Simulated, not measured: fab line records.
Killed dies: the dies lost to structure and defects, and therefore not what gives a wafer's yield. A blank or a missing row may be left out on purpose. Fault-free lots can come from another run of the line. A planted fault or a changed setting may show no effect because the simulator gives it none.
Which of the tools did it?	flow nand harc	24 lots, 72 wafers sampled, at 6 steps of a route of 1302

== WHAT EACH GAUGE READ, for each wafer ==
NHARC_P_M0_OVL_MEAS_10: pitch 180 nm. Usual: overlay x nm 0.2 nm, standard deviation 0.8; overlay y nm -0.1 nm, standard deviation 0.84.
lot	measured	on	overlay x nm (nm)	overlay y nm (nm)	flag
L074	day 6 03:32	overlay-01	-1.0 -0.6 -0.6	0.9 1.6 0.8	
L076	day 6 17:27	overlay-01	1.0 0.8 1.5	-1.9 -1.3 -1.6	
L075	day 6 18:10	overlay-02	-0.6 -0.5 -0.7	0.6 0.8 0.9	
L077	day 7 05:19	overlay-01	-0.4 -0.1 0.0	1.3 1.1 1.1	
L078	day 7 18:18	overlay-01	0.6 0.9 1.0	0.2 -0.6 0.5	
L079	day 8 04:50	overlay-02	1.4 1.9 1.4	-0.4 -0.3 -0.7	
L080	day 8 12:46	overlay-02	-0.6 -0.4 -0.5	-0.6 -0.3 0.1	
L081	day 9 04:01	overlay-01	1.2 1.3 0.6	0.3 0.0 0.0	
L082	day 9 04:49	overlay-02	-0.2 -0.2 -0.1	-0.2 0.3 -0.1	
L083	day 9 18:16	overlay-01	1.3 1.2 1.0	0.8 0.7 1.1	
L084	day 10 03:17	overlay-01	0.2 0.7 0.2	-0.3 -0.7 -0.5	
L085	day 10 16:55	overlay-02	0.4 -0.3 0.1	-1.0 -1.0 -0.1	
L086	day 10 20:41	overlay-02	0.6 0.5 0.1	-0.1 -0.2 -0.2	
L087	day 11 09:25	overlay-01	0.2 0.8 0.9	0.5 0.9 0.2	
L089	day 12 04:13	overlay-02	-0.8 -0.8 -1.0	0.5 0.7 0.5	
L088	day 12 09:13	overlay-01	-0.9 -0.3 -0.7	-1.2 -1.0 -0.5	
L090	day 12 16:14	overlay-02	0.4 -0.2 0.9	-1.9 -1.4 -1.3	
L091	day 13 04:13	overlay-01	0.7 1.0 0.8	-0.1 -0.3 -0.1	
L092	day 13 17:50	overlay-01	-0.8 -0.8 -1.0	-0.2 -0.1 0.3	
L093	day 13 22:31	overlay-02	1.1 0.7 0.6	-0.2 -0.9 -0.3	
L094	day 14 09:50	overlay-02	-1.5 -1.2 -1.7	0.7 0.1 0.5	
L095	day 14 15:25	overlay-01	0.1 0.5 0.4	-1.7 -2.1 -1.9	
L097	day 15 13:25	overlay-02	0.9 0.7 0.8	0.1 0.5 0.7	
L096	day 16 14:40	overlay-01	-0.4 -0.5 -0.3	-0.5 -0.3 -0.6	

NHARC_P_BONDPAD_THK_MEAS_33: measures by ellipsometry. Usual: thk nm at 199.9 nm, with a standard deviation of 1.3.
lot	measured	on	thk nm (nm)	flag
L074	day 6 15:29	film metro-02	200.2 199.9 201.5	
L076	day 7 05:44	film metro-01	198.2 197.8 201.7	
L075	day 7 06:29	film metro-01	199.9 200.4 200.0	
L077	day 7 17:27	film metro-02	196.7 201.1 199.5	
L078	day 8 06:29	film metro-01	200.2 199.7 197.9	
L079	day 8 17:19	film metro-01	198.5 202.1 199.1	
L080	day 9 00:37	film metro-02	199.5 197.8 199.6	
L081	day 9 16:02	film metro-02	200.2 197.1 197.9	
L082	day 9 17:01	film metro-01	199.4 198.7 200.1	
L083	day 10 06:47	film metro-02	199.5 202.1 202.4	
L084	day 10 15:34	film metro-01	199.2 200.5 199.6	
L085	day 11 05:13	film metro-02	199.7 201.6 199.3	
L086	day 11 08:39	film metro-02	201.0 201.7 200.3	
L087	day 11 21:49	film metro-02	200.7 200.5 202.2	
L089	day 12 16:15	film metro-02	199.6 201.5 200.4	
L088	day 12 22:02	film metro-01	200.4 200.4 200.0	
L090	day 13 04:36	film metro-01	200.5 201.4 199.3	
L091	day 13 19:58	film metro-01	199.8 198.3 198.9	
L092	day 14 06:05	film metro-02	199.0 197.7 201.9	
L093	day 14 11:23	film metro-01	199.3 199.2 199.8	
L094	day 14 22:00	film metro-01	199.8 199.7 200.7	
L095	day 15 03:35	film metro-02	200.1 199.8 198.4	
L097	day 16 01:46	film metro-02	200.9 201.7 200.0	
L096	day 17 03:20	film metro-01	200.0 197.7 201.0	

== WHICH TOOL RAN EACH LOT (tool, then ch and the chambers of the sampled wafers, then the start) ==
lot	NHARC_P_M0_DESCUM_14	NHARC_P_M0_ETCH_34	NHARC_P_M2_STRIP_18	NHARC_P_M2_CMP_23
L074	rie diel-12 ch 1,2,3, day 6 03:40	rie diel-12 ch 2,3, day 6 03:44	rie diel-13 ch 2,3, day 6 12:04	cmp-04 ch 1,2, day 6 13:49
L076	rie diel-07 ch 0,1,3, day 6 17:34	rie diel-07 ch 1,2,3, day 6 17:38	rie diel-06 ch 0,1,2, day 7 02:08	cmp-04 ch 1,2, day 7 04:02
L075	rie diel-12 ch 0,1, day 6 18:16	rie diel-12 ch 0,1,3, day 6 18:22	rie diel-06 ch 0,1,2, day 7 03:01	cmp-03 ch 2,3, day 7 04:48
L077	rie diel-07 ch 1,2,3, day 7 05:26	rie diel-07 ch 1,2, day 7 05:29	rie diel-05 ch 2,3, day 7 14:01	cmp-03 ch 0,1,3, day 7 15:49
L078	rie diel-07 ch 0,2,3, day 7 18:25	rie diel-07 ch 1,2, day 7 18:29	rie diel-06 ch 0,1, day 8 03:01	cmp-03 ch 0,1, day 8 04:48
L079	rie diel-07 ch 0,1,3, day 8 04:56	rie diel-07 ch 0,1, day 8 05:01	rie diel-05 ch 0,3, day 8 13:43	cmp-04 ch 1,3, day 8 15:28
L080	rie diel-07 ch 1,2,3, day 8 12:52	rie diel-07 ch 0,2,3, day 8 12:57	rie diel-06 ch 1,2,3, day 8 21:11	cmp-04 ch 0,1,3, day 8 22:55
L081	rie diel-11 ch 1,2, day 9 04:07	rie diel-11 ch 0,2, day 9 04:12	rie diel-06 ch 1,2,3, day 9 12:40	cmp-04 ch 1,2,3, day 9 14:24
L082	rie diel-07 ch 1,2,3, day 9 04:56	rie diel-07 ch 1,2, day 9 05:00	rie diel-05 ch 2,3, day 9 13:35	cmp-01 ch 1,2,3, day 9 15:20
L083	rie diel-07 ch 0,2,3, day 9 18:23	rie diel-07 ch 0,1,2, day 9 18:34	rie diel-13 ch 1,2,3, day 10 03:15	cmp-04 ch 0,2,3, day 10 05:01
L084	rie diel-11 ch 0,2,3, day 10 03:23	rie diel-11 ch 0,1,3, day 10 03:34	rie diel-13 ch 0,1,3, day 10 12:07	cmp-01 ch 0,1,3, day 10 13:51
L085	rie diel-11 ch 0,1,3, day 10 17:02	rie diel-11 ch 0,1,3, day 10 17:06	rie diel-06 ch 0,1,2, day 11 01:39	cmp-01 ch 1,2,3, day 11 03:24
L086	rie diel-07 ch 0,1,2, day 10 20:47	rie diel-07 ch 0,1,3, day 10 20:52	rie diel-06 ch 0,1,2, day 11 05:19	cmp-04 ch 1,2,3, day 11 07:01
L087	rie diel-07 ch 0,2,3, day 11 09:30	rie diel-07 ch 0,2,3, day 11 09:36	rie diel-05 ch 0,1,3, day 11 18:26	cmp-03 ch 0,1,3, day 11 20:08
L089	rie diel-07 ch 0,2,3, day 12 04:20	rie diel-07 ch 1,2, day 12 04:25	rie diel-05 ch 0,3, day 12 12:46	cmp-04 ch 1,3, day 12 14:29
L088	rie diel-07 ch 0,1,3, day 12 09:19	rie diel-07 ch 0,2,3, day 12 09:52	rie diel-05 ch 0,2,3, day 12 18:34	cmp-04 ch 0,1,2, day 12 20:21
L090	rie diel-07 ch 0,3, day 12 16:20	rie diel-07 ch 0,3, day 12 16:25	rie diel-05 ch 0,3, day 13 01:08	cmp-01 ch 1,2,3, day 13 02:59
L091	rie diel-07 ch 1,2, day 13 04:20	rie diel-07 ch 1,3, day 13 04:25	rie diel-05 ch 0,1,2, day 13 16:26	cmp-03 ch 0,2, day 13 18:09
L092	rie diel-11 ch 0,1,3, day 13 17:58	rie diel-11 ch 1,2, day 13 18:02	rie diel-05 ch 1,2,3, day 14 02:44	cmp-03 ch 1,2, day 14 04:25
L093	rie diel-07 ch 1,2, day 13 22:37	rie diel-07 ch 0,1,2, day 13 22:43	rie diel-13 ch 0,2,3, day 14 07:10	cmp-01 ch 0,2,3, day 14 08:55
L094	rie diel-11 ch 2,3, day 14 09:56	rie diel-11 ch 1,2,3, day 14 10:01	rie diel-05 ch 0,3, day 14 18:35	cmp-04 ch 0,2,3, day 14 20:19
L095	rie diel-12 ch 0,1, day 14 15:32	rie diel-12 ch 0,2,3, day 14 15:37	rie diel-06 ch 0,1, day 15 00:13	cmp-04 ch 0,1,2, day 15 01:54
L097	rie diel-11 ch 0,1, day 15 13:31	rie diel-11 ch 0,2, day 15 13:36	rie diel-06 ch 0,1,3, day 15 22:11	cmp-01 ch 0,1,3, day 15 23:56
L096	rie diel-11 ch 1,2,3, day 16 14:48	rie diel-11 ch 0,1,3, day 16 14:53	rie diel-06 ch 0,1,3, day 16 23:56	cmp-03 ch 0,1, day 17 01:41
- NHARC_P_M0_DESCUM_14: chemistry O2, time 3 s.
- NHARC_P_M0_ETCH_34: etches the open film in N2/H2, target depth 40 nm, overetch 12 nm, time 43.94 s.
- NHARC_P_M2_STRIP_18: strips in N2/H2.
- NHARC_P_M2_CMP_23: polishes, t overpolish 20 s, target thk 144.3 nm.

== AS READ BY THE TOOLS THEMSELVES (means over the sampled wafers that have a number; for cases with no such wafer, the mark the record gives instead) ==
NHARC_P_M0_DESCUM_14. Usual: drypump motor current A 5.9 A, standard deviation 0.4; oes product au 1.002 a.u., standard deviation 0.0081; rf vpp V 57.8 V, standard deviation 0.9; showerhead plenum p Torr 1.96 Torr, standard deviation 0.062; throttle valve pct 11.311 %, standard deviation 0.0094.
lot	tool	drypump motor current A (A)	oes product au (a.u.)	rf vpp V (V)	showerhead plenum p Torr (Torr)	throttle valve pct (%)	flag
L074	rie diel-12	5.7	0.989	57.6	1.96	11.307	
L076	rie diel-07	6.0	1.000	57.3	1.96	11.310	
L075	rie diel-12	5.2	0.996	57.2	1.92	11.314	
L077	rie diel-07	5.9	1.014	57.7	2.00	11.307	
L078	rie diel-07	6.0	0.998	57.5	1.94	11.310	
L079	rie diel-07	5.9	1.001	57.6	1.96	11.308	
L080	rie diel-07	5.9	1.003	57.7	2.00	11.307	
L081	rie diel-11	6.2	0.999	58.3	2.01	11.307	
L082	rie diel-07	5.8	1.010	57.8	2.00	11.307	
L083	rie diel-07	6.0	1.002	57.6	1.94	11.312	
L084	rie diel-11	5.8	1.011	58.0	1.96	11.317	
L085	rie diel-11	5.8	1.007	57.8	1.97	11.313	
L086	rie diel-07	6.1	1.003	56.9	1.93	11.310	
L087	rie diel-07	6.0	0.997	57.7	1.94	11.296	
L089	rie diel-07	6.0	0.997	57.0	1.94	11.313	
L088	rie diel-07	5.9	0.994	58.5	1.96	11.306	
L090	rie diel-07	5.8	0.999	57.6	1.97	11.308	
L091	rie diel-07	6.0	1.018	57.6	1.98	11.314	
L092	rie diel-11	5.8	1.001	58.5	1.97	11.315	
L093	rie diel-07	6.0	1.008	58.6	1.98	11.315	
L094	rie diel-11	5.4	1.000	57.3	1.92	11.305	
L095	rie diel-12	5.2	0.997	57.6	1.90	11.315	
L097	rie diel-11	6.2	1.008	58.6	1.99	11.308	
L096	rie diel-11	5.8	0.996	57.6	1.96	11.319	

NHARC_P_M0_ETCH_34. Usual: drypump motor current A 5.9 A, standard deviation 0.39; oes product au 1.001 a.u., standard deviation 0.007; rf vpp V 431.9 V, standard deviation 2.2; showerhead plenum p Torr 2.09 Torr, standard deviation 0.07; throttle valve pct 14.170 %, standard deviation 0.0089.
lot	tool	drypump motor current A (A)	oes product au (a.u.)	rf vpp V (V)	showerhead plenum p Torr (Torr)	throttle valve pct (%)	flag
L074	rie diel-12	5.9	0.991	430.3	2.05	14.166	
L076	rie diel-07	5.9	1.000	433.7	2.13	14.173	
L075	rie diel-12	5.5	0.998	430.8	2.05	14.166	
L077	rie diel-07	6.0	1.000	432.1	2.11	14.176	
L078	rie diel-07	6.0	1.006	433.4	2.12	14.168	
L079	rie diel-07	6.0	1.012	432.1	2.08	14.170	
L080	rie diel-07	6.0	1.005	432.0	2.07	14.171	
L081	rie diel-11	6.2	1.003	432.3	2.13	14.167	
L082	rie diel-07	6.1	1.004	432.7	2.11	14.163	
L083	rie diel-07	6.1	0.997	431.6	2.06	14.162	
L084	rie diel-11	5.9	1.007	432.7	2.11	14.167	
L085	rie diel-11	5.8	0.999	432.6	2.11	14.167	
L086	rie diel-07	5.9	1.011	432.1	2.09	14.172	
L087	rie diel-07	6.0	1.002	430.6	2.06	14.169	
L089	rie diel-07	6.0	1.002	432.4	2.12	14.173	
L088	rie diel-07	6.0	0.993	430.9	2.06	14.171	
L090	rie diel-07	5.8	1.000	433.2	2.09	14.163	
L091	rie diel-07	5.8	0.998	434.0	2.14	14.171	
L092	rie diel-11	6.1	1.003	432.1	2.12	14.178	
L093	rie diel-07	6.1	0.994	431.4	2.05	14.170	
L094	rie diel-11	5.8	1.001	432.6	2.09	14.173	
L095	rie diel-12	5.5	0.999	429.7	2.03	14.164	
L097	rie diel-11	6.2	1.009	433.0	2.10	14.171	
L096	rie diel-11	5.8	0.995	431.8	2.09	14.181	

NHARC_P_M2_STRIP_18. Usual: drypump motor current A 5.6 A, standard deviation 0.5; oes product au 0.998 a.u., standard deviation 0.0076; rf vpp V 90.4 V, standard deviation 0.95; showerhead plenum p Torr 1.99 Torr, standard deviation 0.084; throttle valve pct 14.171 %, standard deviation 0.009.
lot	tool	drypump motor current A (A)	oes product au (a.u.)	rf vpp V (V)	showerhead plenum p Torr (Torr)	throttle valve pct (%)	flag
L074	rie diel-13	5.5	0.994	90.3	2.00	14.177	
L076	rie diel-06	5.6	0.997	90.2	1.98	14.181	
L075	rie diel-06	5.6	1.000	90.8	1.98	14.164	
L077	rie diel-05	5.9	1.006	91.2	1.99	14.162	
L078	rie diel-06	6.1	1.000	90.6	1.93	14.181	
L079	rie diel-05	5.4	1.003	90.8	2.08	14.162	
L080	rie diel-06	5.6	1.001	89.9	1.97	14.174	
L081	rie diel-06	5.6	1.002	90.3	1.97	14.177	
L082	rie diel-05	5.5	0.994	89.8	2.01	14.173	
L083	rie diel-13	5.5	0.998	91.1	1.97	14.168	
L084	rie diel-13	5.6	1.008	90.5	1.94	14.170	
L085	rie diel-06	5.6	1.001	89.5	1.98	14.159	
L086	rie diel-06	5.6	1.005	90.4	1.98	14.175	
L087	rie diel-05	5.7	0.994	91.6	2.04	14.174	
L089	rie diel-05	5.5	0.998	91.4	2.12	14.172	
L088	rie diel-05	5.7	0.993	90.7	2.05	14.177	
L090	rie diel-05	5.4	0.995	90.9	2.07	14.162	
L091	rie diel-05	6.0	0.987	91.0	2.02	14.170	
L092	rie diel-05	5.8	0.987	90.5	1.97	14.172	
L093	rie diel-13	5.5	0.997	90.5	1.97	14.165	
L094	rie diel-05	5.5	0.992	91.2	2.11	14.172	
L095	rie diel-06	5.8	1.000	89.5	1.92	14.168	
L097	rie diel-06	5.8	1.005	89.9	1.92	14.166	
L096	rie diel-06	5.8	0.991	89.3	1.91	14.180	

NHARC_P_M2_CMP_23. Usual: motor current A 12.0 A, standard deviation 0.91; pad life wafers 176, standard deviation 120; slurry filter dp kPa 13.50 kPa, standard deviation 0.13; time to endpoint s 28.3 s, standard deviation 2.6.
lot	tool	motor current A (A)	pad life wafers	slurry filter dp kPa (kPa)	time to endpoint s (s)	flag
L074	cmp-04	12.5	61	13.47	27.7	
L076	cmp-04	12.5	126	13.46	26.3	
L075	cmp-03	12.6	342	13.51	27.5	
L077	cmp-03	11.6	380	13.57	29.1	
L078	cmp-03	11.0	26	13.40	29.6	
L079	cmp-04	12.3	253	13.58	23.6	
L080	cmp-04	11.9	271	13.63	25.1	
L081	cmp-04	12.2	302	13.40	24.5	
L082	cmp-01	11.4	68	13.48	27.8	
L083	cmp-04	11.8	32	13.58	30.1	
L084	cmp-01	12.7	164	13.53	31.4	
L085	cmp-01	12.0	217	13.45	31.6	
L086	cmp-04	12.6	128	13.47	28.1	
L087	cmp-03	11.2	361	13.55	31.6	
L089	cmp-04	12.7	223	13.46	27.2	
L088	cmp-04	12.3	236	13.57	30.4	
L090	cmp-01	12.0	9	13.48	28.4	
L091	cmp-03	13.4	151	13.45	26.5	
L092	cmp-03	12.5	210	13.59	28.1	
L093	cmp-01	12.6	176	13.72	25.6	
L094	cmp-04	11.7	32	13.47	27.8	
L095	cmp-04	11.6	56	13.39	28.4	
L097	cmp-01	12.4	338	13.41	32.8	
L096	cmp-03	11.4	72	13.59	29.7	

== THE ANSWER, worked out from the rows above alone ==
Rule: a lot is off if the mean of its wafers that have a number lies more than 3 standard deviations from the usual mean. A lot without any number at a reading at which 4 lots or more have one is off too. All remaining lots with rows at the step are treated as sound. The gauges are gone through in route order, then the tools' own readings, and for those a lot's mean is taken as printed above. At the first step where some lot is off, the reading lying furthest off is the one used; lots without a number count as furthest.
None of the lots is off at any reading shown; this tells nothing.

== WHAT HAD BEEN PUT IN BY THE SIMULATOR ==
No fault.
